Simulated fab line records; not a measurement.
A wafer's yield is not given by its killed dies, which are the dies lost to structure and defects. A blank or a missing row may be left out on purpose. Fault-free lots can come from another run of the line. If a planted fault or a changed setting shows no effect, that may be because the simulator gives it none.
Matching of chambers ; flow n5-finfet ; N5_BEOL_M2_STRIP_36 on rie-diel-06 has 4 sister chambers
The step strips in N2/H2. 4 wafers are shown with their chamber, then 9 later ones without.

EACH WAFER AND ITS CHAMBER
wafer;chamber;showerhead-plenum-p-Torr (Torr)
L084.4;0;2.71
L090.3;1;2.44
L090.4;2;2.49
L090.6;3;2.66

WAFERS WITH NO CHAMBER GIVEN
wafer;showerhead-plenum-p-Torr (Torr)
L091.2;2.65
L091.4;2.69
L091.6;2.69
L096.1;2.43
L096.3;2.49
L096.5;2.69
L097.1;2.65
L097.2;2.49
L097.3;2.43

THE CHAMBER EACH PASSED THROUGH
wafer;from the rows above;in truth
L091.2;3;3
L091.4;can't be placed: 0 or 3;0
L091.6;can't be placed: 0 or 3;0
L096.1;1;1
L096.3;2;2
L096.5;can't be placed: 0 or 3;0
L097.1;3;3
L097.2;2;2
L097.3;1;1
6 of 9 placed correctly. Not placeable from these rows: 3 (in 3, the candidates include the true chamber). Placed wrongly: 0.
How it was worked out, from the rows above alone: a wafer's distance from a chamber is the root of the sum, over the readings, of the square of ((its reading less the chamber's mean) divided by the reading's scatter). The wafer belongs to the nearest chamber; if the next one is less than 2 further off, it can't be placed. A chamber's mean is the mean of its shown wafers. The scatter (one wafer shown for each chamber): square how far every hidden wafer sits from the nearest shown wafer, average those squares and take the square root.
